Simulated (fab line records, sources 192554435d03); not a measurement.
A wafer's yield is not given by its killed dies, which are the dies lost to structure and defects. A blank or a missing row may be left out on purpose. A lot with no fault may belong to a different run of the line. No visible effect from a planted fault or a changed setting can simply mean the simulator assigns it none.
Which of the tools did it? / flow n5 finfet / 24 lots with 72 wafers sampled at 3 steps, on a route of 1938 steps

== WHAT THE GAUGES SHOWED, per wafer ==
N5_MOL_CONTACT_COAG_INSPECT_57: inspects for defects (brightfield).
lot=L074; measured=day 5 04:42; on=defect inspect-01; raw defect count=246 235 182
lot=L075; measured=day 5 07:05; on=defect inspect-02; raw defect count=226 196 201
lot=L076; measured=day 5 16:26; on=defect inspect-02; raw defect count=200 207 183
lot=L077; measured=day 5 23:37; on=defect inspect-02; raw defect count=178 263 260
lot=L078; measured=day 5 23:54; on=defect inspect-01; raw defect count=265 221 189
lot=L079; measured=day 6 10:22; on=defect inspect-01; raw defect count=180 183 223
lot=L080; measured=day 6 14:23; on=defect inspect-01; raw defect count=242 271 228
lot=L081; measured=day 6 20:58; on=defect inspect-02; raw defect count=168 225 225
lot=L082; measured=day 7 07:11; on=defect inspect-02; raw defect count=214 142 133
lot=L083; measured=day 7 08:26; on=defect inspect-02; raw defect count=194 221 205
lot=L084; measured=day 7 19:55; on=defect inspect-02; raw defect count=196 140 248
lot=L085; measured=day 7 20:09; on=defect inspect-02; raw defect count=167 161 134
lot=L086; measured=day 8 01:38; on=defect inspect-02; raw defect count=213 200 258
lot=L087; measured=day 8 07:50; on=defect inspect-02; raw defect count=199 176 228
lot=L088; measured=day 8 15:47; on=defect inspect-02; raw defect count=313 222 225
lot=L089; measured=day 8 20:28; on=defect inspect-02; raw defect count=168 231 233
lot=L090; measured=day 9 02:11; on=defect inspect-01; raw defect count=208 258 231
lot=L091; measured=day 9 08:45; on=defect inspect-01; raw defect count=179 136 140
lot=L092; measured=day 9 12:00; on=defect inspect-01; raw defect count=183 229 174
lot=L093; measured=day 9 20:48; on=defect inspect-01; raw defect count=254 139 185
lot=L094; measured=day 10 03:37; on=defect inspect-01; raw defect count=264 268 309
lot=L095; measured=day 10 13:11; on=defect inspect-02; raw defect count=292 241 260
lot=L096; measured=day 10 16:14; on=defect inspect-01; raw defect count=337 186 197
lot=L097; measured=day 11 02:44; on=defect inspect-01; raw defect count=213 304 248

== EACH LOT AND THE TOOL THAT RAN IT (in order: tool; ch and the chambers of the sampled wafers; start) ==
lot=L074; N5_MOL_CONTACT_COAG_CO_FILL_22=cvd co-01 ch 0,2, day 4 21:35; N5_MOL_CONTACT_COAG_CMP_28=cmp-02 ch 2,3, day 5 02:20
lot=L075; N5_MOL_CONTACT_COAG_CO_FILL_22=cvd co-01 ch 0,1, day 5 00:06; N5_MOL_CONTACT_COAG_CMP_28=cmp-02 ch 0,2,3, day 5 05:53
lot=L076; N5_MOL_CONTACT_COAG_CO_FILL_22=cvd co-01 ch 0,2, day 5 08:02; N5_MOL_CONTACT_COAG_CMP_28=cmp-01 ch 2,3, day 5 15:04
lot=L077; N5_MOL_CONTACT_COAG_CO_FILL_22=cvd co-01 ch 0,1,2, day 5 15:53; N5_MOL_CONTACT_COAG_CMP_28=cmp-01 ch 0,2,3, day 5 22:14
lot=L078; N5_MOL_CONTACT_COAG_CO_FILL_22=cvd co-02 ch 0,1, day 5 17:16; N5_MOL_CONTACT_COAG_CMP_28=cmp-01 ch 0,1,3, day 5 22:38
lot=L079; N5_MOL_CONTACT_COAG_CO_FILL_22=cvd co-01 ch 0,1, day 6 01:45; N5_MOL_CONTACT_COAG_CMP_28=cmp-01 ch 1,2,3, day 6 09:11
lot=L080; N5_MOL_CONTACT_COAG_CO_FILL_22=cvd co-02 ch 0,2, day 6 07:31; N5_MOL_CONTACT_COAG_CMP_28=cmp-04 ch 0,2, day 6 12:44
lot=L081; N5_MOL_CONTACT_COAG_CO_FILL_22=cvd co-01 ch 0,1,2, day 6 15:03; N5_MOL_CONTACT_COAG_CMP_28=cmp-04 ch 1,2, day 6 19:42
lot=L082; N5_MOL_CONTACT_COAG_CO_FILL_22=cvd co-01 ch 0,1,2, day 6 22:05; N5_MOL_CONTACT_COAG_CMP_28=cmp-04 ch 1,2,3, day 7 05:53
lot=L083; N5_MOL_CONTACT_COAG_CO_FILL_22=cvd co-02 ch 1,2, day 7 02:19; N5_MOL_CONTACT_COAG_CMP_28=cmp-04 ch 0,2,3, day 7 07:11
lot=L084; N5_MOL_CONTACT_COAG_CO_FILL_22=cvd co-02 ch 0,1,2, day 7 11:56; N5_MOL_CONTACT_COAG_CMP_28=cmp-02 ch 1,2, day 7 17:54
lot=L085; N5_MOL_CONTACT_COAG_CO_FILL_22=cvd co-01 ch 0,1, day 7 12:52; N5_MOL_CONTACT_COAG_CMP_28=cmp-04 ch 0,1, day 7 18:53
lot=L086; N5_MOL_CONTACT_COAG_CO_FILL_22=cvd co-01 ch 0,1, day 7 16:34; N5_MOL_CONTACT_COAG_CMP_28=cmp-02 ch 1,2,3, day 8 00:22
lot=L087; N5_MOL_CONTACT_COAG_CO_FILL_22=cvd co-02 ch 0,1,2, day 8 01:28; N5_MOL_CONTACT_COAG_CMP_28=cmp-01 ch 0,1,3, day 8 06:26
lot=L088; N5_MOL_CONTACT_COAG_CO_FILL_22=cvd co-01 ch 0,1,2, day 8 08:14; N5_MOL_CONTACT_COAG_CMP_28=cmp-01 ch 0,2,3, day 8 14:02
lot=L089; N5_MOL_CONTACT_COAG_CO_FILL_22=cvd co-01 ch 0,1, day 8 12:56; N5_MOL_CONTACT_COAG_CMP_28=cmp-04 ch 1,2,3, day 8 19:00
lot=L090; N5_MOL_CONTACT_COAG_CO_FILL_22=cvd co-02 ch 0,2, day 8 19:55; N5_MOL_CONTACT_COAG_CMP_28=cmp-02 ch 0,1,3, day 9 00:57
lot=L091; N5_MOL_CONTACT_COAG_CO_FILL_22=cvd co-01 ch 0,1,2, day 9 01:49; N5_MOL_CONTACT_COAG_CMP_28=cmp-02 ch 1,2,3, day 9 07:26
lot=L092; N5_MOL_CONTACT_COAG_CO_FILL_22=cvd co-02 ch 0,1,2, day 9 05:56; N5_MOL_CONTACT_COAG_CMP_28=cmp-04 ch 1,2,3, day 9 10:46
lot=L093; N5_MOL_CONTACT_COAG_CO_FILL_22=cvd co-01 ch 0,1,2, day 9 11:08; N5_MOL_CONTACT_COAG_CMP_28=cmp-04 ch 0,2,3, day 9 18:41
lot=L094; N5_MOL_CONTACT_COAG_CO_FILL_22=cvd co-01 ch 0,1, day 9 19:47; N5_MOL_CONTACT_COAG_CMP_28=cmp-01 ch 0,2, day 10 02:17
lot=L095; N5_MOL_CONTACT_COAG_CO_FILL_22=cvd co-02 ch 0,1,2, day 10 07:34; N5_MOL_CONTACT_COAG_CMP_28=cmp-02 ch 0,1,2, day 10 11:46
lot=L096; N5_MOL_CONTACT_COAG_CO_FILL_22=cvd co-01 ch 0,1, day 10 07:44; N5_MOL_CONTACT_COAG_CMP_28=cmp-04 ch 0,1,3, day 10 14:11
lot=L097; N5_MOL_CONTACT_COAG_CO_FILL_22=cvd co-01 ch 1,2, day 10 19:20; N5_MOL_CONTACT_COAG_CMP_28=cmp-02 ch 0,1,2, day 11 01:32
- N5_MOL_CONTACT_COAG_CO_FILL_22: material Co, precursor CCTBA/H2, target thk 20 nm.
- N5_MOL_CONTACT_COAG_CMP_28: polishes, stops on SiNx, t overpolish 0.85 s, target thk 14.522 nm.

== AS READ BY THE TOOLS THEMSELVES (means over the sampled wafers that have a number; for cases with no such wafer, the mark the record gives instead) ==
N5_MOL_CONTACT_COAG_CO_FILL_22.
lot=L074; tool=cvd co-01; heater power w (W)=232; susceptor temp C (C)=199.95
lot=L075; tool=cvd co-01; heater power w (W)=239; susceptor temp C (C)=199.84
lot=L076; tool=cvd co-01; heater power w (W)=226; susceptor temp C (C)=199.98
lot=L077; tool=cvd co-01; heater power w (W)=235; susceptor temp C (C)=200.14
lot=L078; tool=cvd co-02; heater power w (W)=241; susceptor temp C (C)=200.04
lot=L079; tool=cvd co-01; heater power w (W)=242; susceptor temp C (C)=200.04
lot=L080; tool=cvd co-02; heater power w (W)=238; susceptor temp C (C)=200.09
lot=L081; tool=cvd co-01; heater power w (W)=237; susceptor temp C (C)=199.99
lot=L082; tool=cvd co-01; heater power w (W)=233; susceptor temp C (C)=199.99
lot=L083; tool=cvd co-02; heater power w (W)=239; susceptor temp C (C)=199.93
lot=L084; tool=cvd co-02; heater power w (W)=238; susceptor temp C (C)=199.93
lot=L085; tool=cvd co-01; heater power w (W)=233; susceptor temp C (C)=200.14
lot=L086; tool=cvd co-01; heater power w (W)=235; susceptor temp C (C)=199.88
lot=L087; tool=cvd co-02; heater power w (W)=246; susceptor temp C (C)=199.91
lot=L088; tool=cvd co-01; heater power w (W)=236; susceptor temp C (C)=200.00
lot=L089; tool=cvd co-01; heater power w (W)=237; susceptor temp C (C)=200.21
lot=L090; tool=cvd co-02; heater power w (W)=240; susceptor temp C (C)=200.01
lot=L091; tool=cvd co-01; heater power w (W)=231; susceptor temp C (C)=200.03
lot=L092; tool=cvd co-02; heater power w (W)=243; susceptor temp C (C)=199.97
lot=L093; tool=cvd co-01; heater power w (W)=238; susceptor temp C (C)=200.03
lot=L094; tool=cvd co-01; heater power w (W)=240; susceptor temp C (C)=199.95
lot=L095; tool=cvd co-02; heater power w (W)=241; susceptor temp C (C)=199.97
lot=L096; tool=cvd co-01; heater power w (W)=240; susceptor temp C (C)=200.23
lot=L097; tool=cvd co-01; heater power w (W)=232; susceptor temp C (C)=199.86

N5_MOL_CONTACT_COAG_CMP_28.
lot=L074; tool=cmp-02; motor current A (A)=12.9; time to endpoint s (s)=6.5
lot=L075; tool=cmp-02; motor current A (A)=13.4; time to endpoint s (s)=7.4
lot=L076; tool=cmp-01; motor current A (A)=12.8; time to endpoint s (s)=6.8
lot=L077; tool=cmp-01; motor current A (A)=12.6; time to endpoint s (s)=7.2
lot=L078; tool=cmp-01; motor current A (A)=12.7; time to endpoint s (s)=5.0
lot=L079; tool=cmp-01; motor current A (A)=12.7; time to endpoint s (s)=3.5
lot=L080; tool=cmp-04; motor current A (A)=14.4; time to endpoint s (s)=7.9
lot=L081; tool=cmp-04; motor current A (A)=14.7; time to endpoint s (s)=5.6
lot=L082; tool=cmp-04; motor current A (A)=13.2; time to endpoint s (s)=3.3
lot=L083; tool=cmp-04; motor current A (A)=13.8; time to endpoint s (s)=4.9
lot=L084; tool=cmp-02; motor current A (A)=12.9; time to endpoint s (s)=7.7
lot=L085; tool=cmp-04; motor current A (A)=14.6; time to endpoint s (s)=1.8
lot=L086; tool=cmp-02; motor current A (A)=12.5; time to endpoint s (s)=6.9
lot=L087; tool=cmp-01; motor current A (A)=12.2; time to endpoint s (s)=3.4
lot=L088; tool=cmp-01; motor current A (A)=12.6; time to endpoint s (s)=5.0
lot=L089; tool=cmp-04; motor current A (A)=13.9; time to endpoint s (s)=1.6
lot=L090; tool=cmp-02; motor current A (A)=12.6; time to endpoint s (s)=4.5
lot=L091; tool=cmp-02; motor current A (A)=12.3; time to endpoint s (s)=6.8
lot=L092; tool=cmp-04; motor current A (A)=13.7; time to endpoint s (s)=2.3
lot=L093; tool=cmp-04; motor current A (A)=13.7; time to endpoint s (s)=5.3
lot=L094; tool=cmp-01; motor current A (A)=13.8; time to endpoint s (s)=6.7
lot=L095; tool=cmp-02; motor current A (A)=12.9; time to endpoint s (s)=9.0
lot=L096; tool=cmp-04; motor current A (A)=13.7; time to endpoint s (s)=2.3
lot=L097; tool=cmp-02; motor current A (A)=12.4; time to endpoint s (s)=6.4

== THE ANSWER, worked out from the rows above alone ==
Rule: what is usual is taken from the lots themselves. Put in order of their means at a reading, lots are off if they are a third of the lots or fewer, leave a main group of 4 or more, and stand apart from it by a gap of 3 or more times the standard deviation of the main group's means; of several such gaps the widest counts. The tables above print the reading to a certain number of digits; a main group whose means all agree to those digits is not used. A lot without any number at a reading at which 4 lots or more have one is off too. Any other lot the step has rows for is counted as sound. First the gauges in route order, then the tools' own readings, where a lot's mean is used as printed above. At the first step where some lot is off, the reading lying furthest off is the one used; lots without a number count as furthest.
Across all readings shown, no lot is off: no conclusion can be drawn from this.

== WHAT WAS PUT IN BY THE SIMULATOR ==
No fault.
